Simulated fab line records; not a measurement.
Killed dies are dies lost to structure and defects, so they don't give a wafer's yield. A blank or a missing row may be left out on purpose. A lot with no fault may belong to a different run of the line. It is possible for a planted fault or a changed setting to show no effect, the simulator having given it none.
Split-lot trial || flow n5 finfet || on a route of 1938 steps: 7 lots, 39 wafers read

THE SPLIT ITSELF
At N5_FIN_SAQP_HM_DEP_72 (deposits SiO2 from SiH4/N2O, target thk 12 nm, time 7.2 s), the setting time s was moved away from the recipe's 7.2 s on 15 of the 39 wafers read, by -10.7% to +14.9%. The other wafers ran this setting at the recipe's value.

FROM THE SPLIT TO THE READING: what the file shows between them, 4 steps
- N5_FIN_SAQP_COAT_49: time 60 s, resist thk 100 nm
- N5_FIN_SAQP_COAT_50: time 60 s, resist thk 35 nm
- N5_FIN_SAQP_ETCH_52: etches SOC in N2/H2, target depth 100 nm, overetch 20 nm, time 150 s
- N5_FIN_SAQP_STRIP_53: strips in N2/H2

THE READING
etch.depth nm (the simulator's own value, which no gauge read), in nm, at N5_FIN_SAQP_HM_OPEN_73 (chemistry CHF3/O2, target SiO2, stops on a-Si, target depth 12 nm, time 16.8 s). No usual value for it is given in the file. Average 11.90 nm, standard deviation 0.2 nm, over the 24 wafers here run with the recipe.

{"wafer": "L075.1", "tool, chamber at the split": "pecvd-03, 0", "time s as run, s": 7.2, "against the recipe": "recipe", "etch.depth nm, nm": 12.04, "against lot-mates on the recipe": "-"}
{"wafer": "L075.2", "tool, chamber at the split": "pecvd-03, 2", "time s as run, s": 7.2, "against the recipe": "recipe", "etch.depth nm, nm": 11.96, "against lot-mates on the recipe": "-"}
{"wafer": "L075.3", "tool, chamber at the split": "pecvd-03, 1", "time s as run, s": 6.429, "against the recipe": "-10.7%", "etch.depth nm, nm": 10.75, "against lot-mates on the recipe": -1.31}
{"wafer": "L075.4", "tool, chamber at the split": "pecvd-03, 1", "time s as run, s": 6.429, "against the recipe": "-10.7%", "etch.depth nm, nm": 10.71, "against lot-mates on the recipe": -1.35}
{"wafer": "L075.5", "tool, chamber at the split": "pecvd-03, 2", "time s as run, s": 7.2, "against the recipe": "recipe", "etch.depth nm, nm": 12.19, "against lot-mates on the recipe": "-"}
{"wafer": "L075.6", "tool, chamber at the split": "pecvd-03, 0", "time s as run, s": 6.429, "against the recipe": "-10.7%", "etch.depth nm, nm": 10.89, "against lot-mates on the recipe": -1.17}
{"wafer": "L076.1", "tool, chamber at the split": "pecvd-04, 1", "time s as run, s": 7.2, "against the recipe": "recipe", "etch.depth nm, nm": 11.83, "against lot-mates on the recipe": "-"}
{"wafer": "L076.2", "tool, chamber at the split": "pecvd-04, 0", "time s as run, s": 7.2, "against the recipe": "recipe", "etch.depth nm, nm": 11.48, "against lot-mates on the recipe": "-"}
{"wafer": "L076.3", "tool, chamber at the split": "pecvd-04, 2", "time s as run, s": 7.2, "against the recipe": "recipe", "etch.depth nm, nm": 11.97, "against lot-mates on the recipe": "-"}
{"wafer": "L076.4", "tool, chamber at the split": "pecvd-04, 2", "time s as run, s": 7.2, "against the recipe": "recipe", "etch.depth nm, nm": 11.84, "against lot-mates on the recipe": "-"}
{"wafer": "L076.5", "tool, chamber at the split": "pecvd-04, 0", "time s as run, s": 7.2, "against the recipe": "recipe", "etch.depth nm, nm": 12.02, "against lot-mates on the recipe": "-"}
{"wafer": "L076.6", "tool, chamber at the split": "pecvd-04, 1", "time s as run, s": 7.2, "against the recipe": "recipe", "etch.depth nm, nm": 11.89, "against lot-mates on the recipe": "-"}
{"wafer": "L079.3", "tool, chamber at the split": "pecvd-03, 1", "time s as run, s": 7.2, "against the recipe": "recipe", "etch.depth nm, nm": 11.98, "against lot-mates on the recipe": "-"}
{"wafer": "L079.4", "tool, chamber at the split": "pecvd-03, 1", "time s as run, s": 7.2, "against the recipe": "recipe", "etch.depth nm, nm": 12.22, "against lot-mates on the recipe": "-"}
{"wafer": "L079.6", "tool, chamber at the split": "pecvd-03, 0", "time s as run, s": 7.2, "against the recipe": "recipe", "etch.depth nm, nm": 12.03, "against lot-mates on the recipe": "-"}
{"wafer": "L084.1", "tool, chamber at the split": "pecvd-04, 0", "time s as run, s": 7.2, "against the recipe": "recipe", "etch.depth nm, nm": 11.76, "against lot-mates on the recipe": "-"}
{"wafer": "L084.2", "tool, chamber at the split": "pecvd-04, 2", "time s as run, s": 7.2, "against the recipe": "recipe", "etch.depth nm, nm": 11.64, "against lot-mates on the recipe": "-"}
{"wafer": "L084.3", "tool, chamber at the split": "pecvd-04, 1", "time s as run, s": 6.667, "against the recipe": "-7.4%", "etch.depth nm, nm": 10.9, "against lot-mates on the recipe": -0.87}
{"wafer": "L084.4", "tool, chamber at the split": "pecvd-04, 2", "time s as run, s": 6.667, "against the recipe": "-7.4%", "etch.depth nm, nm": 11.03, "against lot-mates on the recipe": -0.74}
{"wafer": "L084.5", "tool, chamber at the split": "pecvd-04, 0", "time s as run, s": 6.667, "against the recipe": "-7.4%", "etch.depth nm, nm": 10.86, "against lot-mates on the recipe": -0.91}
{"wafer": "L084.6", "tool, chamber at the split": "pecvd-04, 1", "time s as run, s": 7.2, "against the recipe": "recipe", "etch.depth nm, nm": 11.92, "against lot-mates on the recipe": "-"}
{"wafer": "L094.1", "tool, chamber at the split": "pecvd-04, 2", "time s as run, s": 7.2, "against the recipe": "recipe", "etch.depth nm, nm": 11.58, "against lot-mates on the recipe": "-"}
{"wafer": "L094.2", "tool, chamber at the split": "pecvd-04, 1", "time s as run, s": 6.488, "against the recipe": "-9.9%", "etch.depth nm, nm": 10.48, "against lot-mates on the recipe": -1.19}
{"wafer": "L094.3", "tool, chamber at the split": "pecvd-04, 0", "time s as run, s": 6.488, "against the recipe": "-9.9%", "etch.depth nm, nm": 10.34, "against lot-mates on the recipe": -1.33}
{"wafer": "L094.4", "tool, chamber at the split": "pecvd-04, 0", "time s as run, s": 6.488, "against the recipe": "-9.9%", "etch.depth nm, nm": 10.46, "against lot-mates on the recipe": -1.21}
{"wafer": "L094.5", "tool, chamber at the split": "pecvd-04, 2", "time s as run, s": 7.2, "against the recipe": "recipe", "etch.depth nm, nm": 11.61, "against lot-mates on the recipe": "-"}
{"wafer": "L094.6", "tool, chamber at the split": "pecvd-04, 1", "time s as run, s": 7.2, "against the recipe": "recipe", "etch.depth nm, nm": 11.81, "against lot-mates on the recipe": "-"}
{"wafer": "L095.1", "tool, chamber at the split": "pecvd-03, 2", "time s as run, s": 7.2, "against the recipe": "recipe", "etch.depth nm, nm": 11.98, "against lot-mates on the recipe": "-"}
{"wafer": "L095.2", "tool, chamber at the split": "pecvd-03, 0", "time s as run, s": 7.2, "against the recipe": "recipe", "etch.depth nm, nm": 11.9, "against lot-mates on the recipe": "-"}
{"wafer": "L095.3", "tool, chamber at the split": "pecvd-03, 1", "time s as run, s": 7.93, "against the recipe": "+10.1%", "etch.depth nm, nm": 13.11, "against lot-mates on the recipe": "+1.06"}
{"wafer": "L095.4", "tool, chamber at the split": "pecvd-03, 0", "time s as run, s": 7.93, "against the recipe": "+10.1%", "etch.depth nm, nm": 13.32, "against lot-mates on the recipe": "+1.27"}
{"wafer": "L095.5", "tool, chamber at the split": "pecvd-03, 2", "time s as run, s": 7.2, "against the recipe": "recipe", "etch.depth nm, nm": 12.28, "against lot-mates on the recipe": "-"}
{"wafer": "L095.6", "tool, chamber at the split": "pecvd-03, 1", "time s as run, s": 7.93, "against the recipe": "+10.1%", "etch.depth nm, nm": 13.1, "against lot-mates on the recipe": "+1.05"}
{"wafer": "L097.1", "tool, chamber at the split": "pecvd-04, 1", "time s as run, s": 8.275, "against the recipe": "+14.9%", "etch.depth nm, nm": 13.53, "against lot-mates on the recipe": "+1.65"}
{"wafer": "L097.2", "tool, chamber at the split": "pecvd-04, 2", "time s as run, s": 7.2, "against the recipe": "recipe", "etch.depth nm, nm": 11.79, "against lot-mates on the recipe": "-"}
{"wafer": "L097.3", "tool, chamber at the split": "pecvd-04, 2", "time s as run, s": 7.2, "against the recipe": "recipe", "etch.depth nm, nm": 11.73, "against lot-mates on the recipe": "-"}
{"wafer": "L097.4", "tool, chamber at the split": "pecvd-04, 1", "time s as run, s": 7.2, "against the recipe": "recipe", "etch.depth nm, nm": 12.13, "against lot-mates on the recipe": "-"}
{"wafer": "L097.5", "tool, chamber at the split": "pecvd-04, 1", "time s as run, s": 8.275, "against the recipe": "+14.9%", "etch.depth nm, nm": 13.72, "against lot-mates on the recipe": "+1.84"}
{"wafer": "L097.6", "tool, chamber at the split": "pecvd-04, 2", "time s as run, s": 8.275, "against the recipe": "+14.9%", "etch.depth nm, nm": 13.84, "against lot-mates on the recipe": "+1.96"}

THE FIT
A straight line over all 39 wafers: etch.depth nm changes by +0.124 nm for each +1% of time s; r = +0.97; the points scatter about the line by 0.2 nm.
The same after taking each lot's own level away (the mean of its wafers on the recipe; 39 wafers): +0.119 nm for each +1%; r = +0.99; scatter 0.13 nm.
That fit puts the effect of the largest move of time s on the reading at 1.8 nm.
Measured against the standard deviation above, the lots' own levels, which go from 11.667 to 12.077 nm, span 2.0 times it.
So the lot-to-lot level changes the slope little: the two slopes agree.
Check: for one of the wafers moved furthest among these (+14.9%), held out of the fit, the line's prediction against its lot-mates is +1.8 nm. It came out at +1.65 nm against them.

THE WHOLE CHAIN: every reading that the file lists as answering this split, in the file's order
{"step": "N5_FIN_SAQP_HM_DEP_72", "what it does": "deposits SiO2 from SiH4/N2O, target thk 12 nm, time 7.2 s", "reading": "SiO2_of_FIN_SAQP_HM_DEP_72.thk nm (the simulator's own value, which no gauge read)", "change (the file's fit)": "+0.119 nm for each +1% of the setting", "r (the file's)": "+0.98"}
{"step": "N5_FIN_SAQP_HM_OPEN_73", "what it does": "chemistry CHF3/O2, target SiO2, stops on a-Si, target depth 12 nm, time 16.8 s", "reading": "etch.depth nm (the simulator's own value, which no gauge read)", "change (the file's fit)": "+0.119 nm for each +1% of the setting", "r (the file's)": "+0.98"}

THE FILE'S OWN FIT
etch.depth nm changes by +0.119 nm for each +1% of time s, r = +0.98.
